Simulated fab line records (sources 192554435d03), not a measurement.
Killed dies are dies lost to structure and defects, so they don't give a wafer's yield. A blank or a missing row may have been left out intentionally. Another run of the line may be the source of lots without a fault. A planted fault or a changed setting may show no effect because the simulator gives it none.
fab line records + flow n5_finfet
record:
- lots: 5
- wafers: 14
- last_day: 17
route steps=1938 shown BEOL_M13@1704 BEOL_M14@1716
lots that met no fault: from a run of the same line without faults
start_h: hours from the record's first day to the start of the lot's first wafer shown + wait_h: time in hours since the lot's previous step + " unchanged from the row above + L1.1+2: a row that stands for several wafers + - either no value or no given start + * or withheld: withheld + < > ~ a bound
route shown NAME@n: names a module that has steps shown in the file, with the first one's number in the route + usual: mean/standard deviation of fault-free wafers + same: alike in all rows + chamber/n: place in a boat + sites: readings site by site + _std_site: their standard deviation + _edge_site: the outer-site mean with the inner-site mean subtracted + radius_mm: how far each site lies from the wafer's centre + mask NAME#n: copy n + behind: the most recent tool/chamber to have shaped the wafer + hold: why the lot went on hold/how many hours it stayed there/how the hold came to an end + device: names the non-switching transistor (n, p or np) + end of line: the tests these same wafers got at the end of their route + a step without rows: its recipe alone + killed: dies lost to structure and defects at the first sort, not the wafer's yield + map: a wafer's dies, x killed, . not, _ none there
set.NAME: the setting as run; set.NAME@STEP: as run at that earlier step + model.NAME: the simulator's own value behind a step, which no gauge read
lots seen at some steps along the route; tables by step, rows by wafer
services: the hour from which a tool's chamber was out of use, counted from the record's first day as start_h (under 0 if before that day), plus the number of hours and why
== steps ==
step: N5_BEOL_M13_PRE_CLEAN_42
recipe:
- gas: H2/He
- time_s: 30
- temp_c: 250
step: N5_BEOL_M13_SPUTTER_43
recipe:
- material: TaN
- target_thk_a: 150
- temp_c: 50
- bias_v: 168.6
- power_w: 15000
- chamber_pressure_pa: 0.12
- time_s: 24.19
step: N5_BEOL_M13_SPUTTER_44
recipe:
- material: Ta
- target_thk_a: 100
- temp_c: 50
- bias_v: 80
- power_w: 15000
- chamber_pressure_pa: 0.07
- time_s: 16.13
step: N5_BEOL_M13_SPUTTER_45
recipe:
- material: Cu
- target_thk_a: 800
- temp_c: -20
- bias_v: 60
- power_w: 26000
- chamber_pressure_pa: 0.13
- time_s: 13.33
step: N5_BEOL_M13_ECD_47
recipe:
- material: Cu
- target_thk_a: 9360
step: N5_BEOL_M13_ANNEAL_48
recipe:
- temp_c: 225
- time_s: 90
- ambient: N2
step: N5_BEOL_M13_CMP_49
recipe:
- stop_on: SiOC
- t_overpolish_s: 17.1
- down_force_psi: 1
- platen_rpm: 50
- clearing_platen_down_force_psi: 1.5
- clearing_platen_rpm: 50
- post_cmp_clean: cu_alkaline
- target_thk_nm: 420
- clearing_platen_pad_velocity_m_s: 0.99484
- pad_velocity_m_s: 0.99484
step: N5_BEOL_M13_PRE_CLEAN_52
recipe:
- gas: NH3
- time_s: 15
- temp_c: withheld
- rf_power_w: 300
step: N5_BEOL_M13_DEP_53
recipe:
- material: SiCN
- target_thk_a: 500
- temp_c: withheld
- precursor: 3MS/NH3
- pressure_torr: 3
- rf_w: 675
- time_s: 17.8
step: N5_BEOL_M14_ILD_DEP_00
recipe:
- material: SiO2
- target_thk_a: 11193
- temp_c: 400
- precursor: TEOS/O2
- pressure_torr: 6.5
- rf_w: 900
- teos_flow_sccm: 161.4
- gas: O2
- flow_sccm: 2650
- time_s: 237.4
usual:
- heater_power_w: 549/130
- showerhead_plenum_p_Torr: 8.34/0.034
- throttle_valve_pct: 19.0/0.8
| lot.wafer | tool     | chamber | start_h | wait_h | heater_power_w | showerhead_plenum_p_Torr | throttle_valve_pct | model.SiO2_of_BEOL_M14_ILD_DEP_00.thk_nm |
|-----------|----------|---------|---------|--------|----------------|--------------------------|--------------------|------------------------------------------|
| L883.1    | pecvd-03 | 0       | 262.86  | 0.0    | 464            | 8.33                     | 20.8               | 1125                                     |
| L883.2    | "        | 1       | "       | "      | 535            | 8.36                     | 19.3               | 1099                                     |
| L883.3    | "        | 2       | "       | "      | 695            | 8.36                     | 17.9               | 1114                                     |
| L888.1    | pecvd-03 | 0       | 294.50  | 0.1    | 471            | 8.33                     | 20.6               | 1203                                     |
| L888.4    | "        | 0       | "       | "      | 510            | 8.32                     | 20.8               | 1142                                     |
| L888.5    | "        | 1       | "       | "      | 592            | 8.38                     | 19.6               | 1112                                     |
| L891.1    | pecvd-03 | 0       | 304.94  | 0.0    | 480            | 8.33                     | 20.5               | 1202                                     |
| L891.4    | "        | 0       | "       | "      | 371            | 8.33                     | 20.9               | 1141                                     |
| L891.5    | "        | 2       | "       | "      | 817            | 8.33                     | 18.0               | 1126                                     |
| L889.1    | pecvd-03 | 0       | 312.24  | 0.0    | 461            | 8.34                     | 20.9               | 1201                                     |
| L889.5    | "        | 2       | "       | "      | 764            | 8.37                     | 18.4               | 1109                                     |
| L903.1    | pecvd-04 | 0       | 384.26  | 0.0    | 705            | 8.37                     | 18.8               | 1093                                     |
| L903.4    | "        | 0       | "       | "      | 756            | 8.38                     | 18.7               | 1111                                     |
| L903.5    | "        | 0       | "       | "      | 591            | 8.39                     | 18.5               | 1092                                     |
step: N5_BEOL_M14_THK_MEAS_01
recipe:
- reads: SiO2_of_BEOL_M14_ILD_DEP_00
usual:
- M14_ILD_THK: 1116/16
| lot.wafer | tool          | chamber | start_h | wait_h | M14_ILD_THK[nm] |
|-----------|---------------|---------|---------|--------|-----------------|
| L883.1    | film_metro-02 | -       | 263.05  | 0.1    | 1125            |
| L883.2    | "             | -       | "       | "      | 1098            |
| L883.3    | "             | -       | "       | "      | 1113            |
| L888.1    | film_metro-01 | -       | 294.77  | 0.2    | 1203            |
| L888.4    | "             | -       | "       | "      | 1143            |
| L888.5    | "             | -       | "       | "      | 1112            |
| L891.1    | film_metro-01 | -       | 305.13  | 0.1    | 1201            |
| L891.4    | "             | -       | "       | "      | 1140            |
| L891.5    | "             | -       | "       | "      | 1126            |
| L889.1    | film_metro-01 | -       | 312.43  | 0.1    | 1202            |
| L889.5    | "             | -       | "       | "      | 1110            |
| L903.1    | film_metro-02 | -       | 384.77  | 0.4    | 1094            |
| L903.4    | "             | -       | "       | "      | 1111            |
| L903.5    | "             | -       | "       | "      | 1091            |
step: N5_BEOL_M14_COAT_58
recipe:
- resist: BARC
- temp_c: 205
- time_s: 60
- spin_rpm: 1500
- resist_thk_nm: 89
step: N5_BEOL_M14_COAT_04
recipe:
- spin_rpm: 1704
- resist_thk_nm: 800
step: N5_BEOL_M14_EBR_06
recipe:
- solvent: PGMEA
- ebr_width_mm: 1.5
step: N5_BEOL_M14_SOFTBAKE_05
recipe:
- temp_c: 130
- time_s: 60
step: N5_BEOL_M14_EXPOSE_07
recipe:
- mask_id: V13
- na: 0.8
- source_shape: annular
- sigma_inner: 0.5
- sigma_outer: 0.8
- polarization: unpolarized
- attpsm_phase_deg: 180
- dose_mj: 57
step: N5_BEOL_M14_PEB_08
recipe:
- peb_temp_c: 130
- peb_time_s: 90
step: N5_BEOL_M14_DEVELOP_09
recipe:
- develop_time_s: 45
- rinse_liquid: diw
- dry: air_spin
- dev_temp_c: 21
step: N5_BEOL_M14_HARDBAKE_14
recipe:
- temp_c: 130
- time_s: 120
step: N5_BEOL_M14_DESCUM_15
recipe:
- chemistry: O2
- time_s: 7.9
- source_power_w: 50
- bias_power_w: 20
- pressure_mtorr: 20
- rf_frequency_hz: 2.712e+07
- temp_c: 40
- o2_flow_sccm: 225
step: N5_BEOL_M14_ETCH_59
recipe:
- chemistry: N2/H2
- target: BARC
- target_depth_a: 890
- overetch_a: 267
- time_s: 67.9
- ion_energy_ev: 200
- pressure_mtorr: 30
- source_w: 840
- bias_w: 150
- n2_flow_sccm: 200
- h2_flow_sccm: 200
step: N5_BEOL_M14_VIA_ETCH_16
recipe:
- chemistry: C4F8/O2/Ar
- target: SiO2
- he_inner_torr: 15
- he_outer_torr: 30
- target_depth_a: 12313
- time_s: withheld
- ion_energy_ev: 800
- pressure_mtorr: 20
- source_w: 1905
- bias_w: 2040
- Ar_flow_sccm: 400
- C4F8_flow_sccm: 16
- O2_flow_sccm: 12
- ends: cleared
usual:
- C4F8_flow_sccm: 16.00/0.052
- chamber_pressure_mTorr: 19.999/0.02
- drypump_motor_current_A: 5.5/0.37
- he_outer_torr: 30.00/0.069
- oes_product_au: 0.73/0.074
- rf_vpp_V: 2223/27
- showerhead_plenum_p_Torr: 3.46/0.083
- throttle_valve_pct: 30.87/0.17
| lot.wafer | tool        | chamber | start_h | wait_h | C4F8_flow_sccm | chamber_pressure_mTorr | drypump_motor_current_A | he_outer_torr | oes_product_au | rf_vpp_V | showerhead_plenum_p_Torr | throttle_valve_pct | model.etch.depth_nm | model.coat_of_BEOL_M14_COAT_04.thk_nm |
|-----------|-------------|---------|---------|--------|----------------|------------------------|-------------------------|---------------|----------------|----------|--------------------------|--------------------|---------------------|---------------------------------------|
| L883.1    | rie_diel-02 | 3       | 263.94  | 0.0    | 15.98          | 19.985                 | 5.1                     | 29.90         | 0.64           | 2234     | 3.55                     | 30.77              | 1125                | 454.4                                 |
| L883.2    | "           | 2       | "       | "      | 15.91          | 19.988                 | 5.5                     | 29.90         | 0.64           | 2259     | 3.40                     | 30.77              | 1099                | 458.8                                 |
| L883.3    | "           | 1       | "       | "      | 15.98          | 19.999                 | 4.7                     | 30.03         | 0.71           | 2224     | 3.46                     | 31.17              | 1114                | 456.4                                 |
| L888.1    | rie_diel-04 | 3       | 295.38  | 0.0    | 16.08          | 20.008                 | 5.6                     | 30.01         | 0.74           | 2208     | 3.47                     | 30.95              | 1203                | 434                                   |
| L888.4    | "           | 1       | "       | "      | 15.97          | 19.993                 | 5.4                     | 30.12         | 0.76           | 2183     | 3.35                     | 30.89              | 1142                | 450                                   |
| L888.5    | "           | 0       | "       | "      | 16.00          | 20.034                 | 5.8                     | 29.93         | 0.87           | 2204     | 3.37                     | 30.62              | 1112                | 452.2                                 |
| L891.1    | rie_diel-01 | 1       | 305.84  | 0.0    | 16.02          | 19.996                 | 5.9                     | 29.97         | 0.88           | 2234     | 3.52                     | 30.69              | 1202                | 435.6                                 |
| L891.4    | "           | 3       | "       | "      | 16.01          | 19.997                 | 5.7                     | 30.00         | 0.74           | 2200     | 3.33                     | 30.70              | 1141                | 445.6                                 |
| L891.5    | "           | 2       | "       | "      | 16.03          | 19.965                 | 6.1                     | 30.03         | 0.75           | 2255     | 3.60                     | 30.74              | 1126                | 447.6                                 |
| L889.1    | rie_diel-04 | 2       | 312.91  | 0.0    | 16.00          | 19.989                 | 5.4                     | 29.88         | 0.73           | 2188     | 3.46                     | 30.97              | 1201                | 430.8                                 |
| L889.5    | "           | 3       | "       | "      | 16.04          | 20.027                 | 5.6                     | 30.12         | 0.73           | 2209     | 3.47                     | 30.96              | 1109                | 457.2                                 |
| L903.1    | rie_diel-04 | 1       | 385.55  | 0.0    | 16.01          | 19.985                 | 5.4                     | 30.04         | 0.72           | 2182     | 3.33                     | 30.91              | 1093                | 463.4                                 |
| L903.4    | "           | 3       | "       | "      | 16.06          | 20.016                 | 5.6                     | 30.01         | 0.70           | 2208     | 3.45                     | 30.99              | 1111                | 456.4                                 |
| L903.5    | "           | 1       | "       | "      | 16.02          | 20.001                 | 5.4                     | 30.06         | 0.73           | 2179     | 3.33                     | 30.90              | 1092                | 462.6                                 |
step: N5_BEOL_M14_STRIP_63
recipe:
- chemistry: O2
- power_w: 600
- temp_c: 60
- pressure_mtorr: 30
- rf_frequency_hz: 6e+07
- bias_power_w: 0
- overash_fraction: 0.3
- o2_flow_sccm: 225
step: N5_BEOL_M14_STRIP_64
recipe:
- chemistry: O2
- power_w: 600
- temp_c: 60
- pressure_mtorr: 30
- rf_frequency_hz: 6e+07
- bias_power_w: 0
- overash_fraction: 0.3
- o2_flow_sccm: 225
step: N5_BEOL_M14_STRIP_71
recipe:
- chemistry: post_etch_residue_remover
- time_s: 60
- temp_c: 25
- remover_ph: withheld
- remover_water_wt_pct: withheld
- remover_fluoride_wt_pct: withheld
step: N5_BEOL_M14_SRD_72
recipe:
- time_s: 30
- temp_c: 23
- rinse_liquid: diw
- dry: n2_spin
- spin_rpm: 1500
- dry_time_s: 30
step: N5_BEOL_M14_COAT_65
recipe:
- resist: SOC
- temp_c: 250
- time_s: 60
- spin_rpm: 1500
- resist_thk_nm: 450
step: N5_BEOL_M14_COAT_66
recipe:
- resist: SiARC
- temp_c: 220
- time_s: 60
- spin_rpm: 1500
- resist_thk_nm: 110
step: N5_BEOL_M14_COAT_22
recipe:
- spin_rpm: 2888
- resist_thk_nm: 300
step: N5_BEOL_M14_EBR_24
recipe:
- solvent: PGMEA
- ebr_width_mm: 1.5
step: N5_BEOL_M14_SOFTBAKE_23
recipe:
- temp_c: 130
- time_s: 60
step: N5_BEOL_M14_EXPOSE_25
recipe:
- mask_id: M14
- na: 0.8
- source_shape: annular
- sigma_inner: 0.5
- sigma_outer: 0.8
- polarization: unpolarized
- target_cd_nm: 280
- dose_mj: 26.6
step: N5_BEOL_M14_PEB_26
recipe:
- peb_temp_c: 130
- peb_time_s: 90
step: N5_BEOL_M14_DEVELOP_27
recipe:
- develop_time_s: 45
- rinse_liquid: diw
- dry: air_spin
- dev_temp_c: 21
step: N5_BEOL_M14_HARDBAKE_32
recipe:
- temp_c: 130
- time_s: 120
step: N5_BEOL_M14_CMP_49
recipe:
- stop_on: SiO2
- t_overpolish_s: 5.2
- down_force_psi: 2
- platen_rpm: 80
- clearing_platen_down_force_psi: 2
- clearing_platen_rpm: 80
- post_cmp_clean: cu_alkaline
- target_thk_nm: 560
- clearing_platen_pad_velocity_m_s: 1.5917
- pad_velocity_m_s: 1.5917
usual:
- motor_current_A: 7.8/0.72
- retaining_ring_pressure_frac: 1.000/0.005
| lot.wafer | tool   | chamber | start_h | wait_h | motor_current_A | retaining_ring_pressure_frac | model.SiO2_of_BEOL_M14_ILD_DEP_00.thk_nm |
|-----------|--------|---------|---------|--------|-----------------|------------------------------|------------------------------------------|
| L883.2    | cmp-02 | 2       | 268.86  | 0.2    | 7.3             | 1.005                        | 1019                                     |
| L883.1    | "      | 3       | "       | "      | 6.7             | 0.995                        | 1045                                     |
| L883.3    | "      | 0       | "       | "      | 6.7             | 1.016                        | 1034                                     |
| L888.4    | cmp-03 | 3       | 299.15  | 0.1    | 9.5             | 0.993                        | 1061                                     |
| L888.1    | "      | 0       | "       | "      | 7.7             | 1.002                        | 1124                                     |
| L888.5    | "      | 3       | "       | "      | 9.3             | 0.995                        | 1033                                     |
| L891.1    | cmp-04 | 2       | 308.64  | 0.3    | 8.2             | 1.004                        | 1121                                     |
| L891.4    | "      | 0       | "       | "      | 8.1             | 0.998                        | 1061                                     |
| L891.5    | "      | 1       | "       | "      | 8.5             | 0.991                        | 1046                                     |
| L889.1    | cmp-04 | 2       | 318.16  | 0.3    | 7.9             | 0.998                        | 1122                                     |
| L889.5    | "      | 1       | "       | "      | 8.2             | 0.992                        | 1029                                     |
| L903.4    | cmp-04 | 2       | 389.40  | 0.1    | 7.5             | 0.997                        | 1031                                     |
| L903.1    | "      | 1       | "       | "      | 7.8             | 1.003                        | 1014                                     |
| L903.5    | "      | 3       | "       | "      | 8.0             | 0.997                        | 1013                                     |
== services ==
| tool        | chamber | start_h | hours | kind   |
|-------------|---------|---------|-------|--------|
| cmp-03      | -       | 242.73  | 1.8   | repair |
| rie_diel-02 | 2       | 252.28  | 2.4   | repair |
| pecvd-03    | -       | 258.24  | 0.9   | repair |
| rie_diel-01 | 0       | 259.64  | 4.1   | repair |
| rie_diel-02 | -       | 260.12  | 2.8   | pm     |
| pecvd-03    | 2       | 284.98  | 11.5  | repair |
| pecvd-04    | -       | 288.27  | 0.8   | pm     |
| cmp-04      | -       | 292.86  | 3.3   | pm     |
| rie_diel-04 | -       | 297.70  | 2.8   | pm     |
| cmp-04      | -       | 300.09  | 4.0   | pm     |
| cmp-03      | -       | 302.53  | 1.6   | repair |
| rie_diel-01 | -       | 310.45  | 2.8   | pm     |
| cmp-03      | -       | 312.25  | 4.0   | pm     |
| pecvd-04    | 0       | 319.67  | 12.2  | repair |
| cmp-02      | -       | 324.23  | 1.2   | repair |
| rie_diel-01 | 0       | 331.37  | 1.3   | repair |
| rie_diel-01 | -       | 334.23  | 0.9   | repair |
| cmp-02      | -       | 336.64  | 1.7   | repair |
| cmp-02      | -       | 342.84  | 0.9   | repair |
| cmp-03      | -       | 349.42  | 0.8   | repair |
| cmp-02      | -       | 358.03  | 2.9   | pm     |
| rie_diel-02 | 3       | 377.10  | 7.1   | repair |
| pecvd-04    | 2       | 378.72  | 11.0  | repair |
| cmp-02      | -       | 383.67  | 1.7   | repair |
== key ==
first_sign:
- step: N5_BEOL_M14_THK_MEAS_01
- reading: M14_ILD_THK
- direction: up
- sigmas: 5.4
- usual: 1116
- struck: 1202
effect none on later readings
model_effect:
- step: N5_BEOL_M14_ILD_DEP_00
- value: SiO2_of_BEOL_M14_ILD_DEP_00.thk_nm
- without: 1114
- struck: 1202
model_effect:
- step: N5_BEOL_M14_VIA_ETCH_16
- value: etch.depth_nm
- without: 1114
- struck: 1202
model_effect:
- step: N5_BEOL_M14_CMP_49
- value: SiO2_of_BEOL_M14_ILD_DEP_00.thk_nm
- without: 1035
- struck: 1122
met_at N5_BEOL_M14_ILD_DEP_00
struck_wafers L888.1,L889.1,L891.1
onset_between 262.86 294.50
fault:
- kind: process_parameter_drift
- tool: pecvd-03
- chamber: -
- onset_h: 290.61
- steps: N5_BEOL_M14_ILD_DEP_00
- channel: target_thk_a
- offset: *
- shape: step
- end_h: 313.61
- scope: struck_wafers_only
- acts_in: *
- stated: *
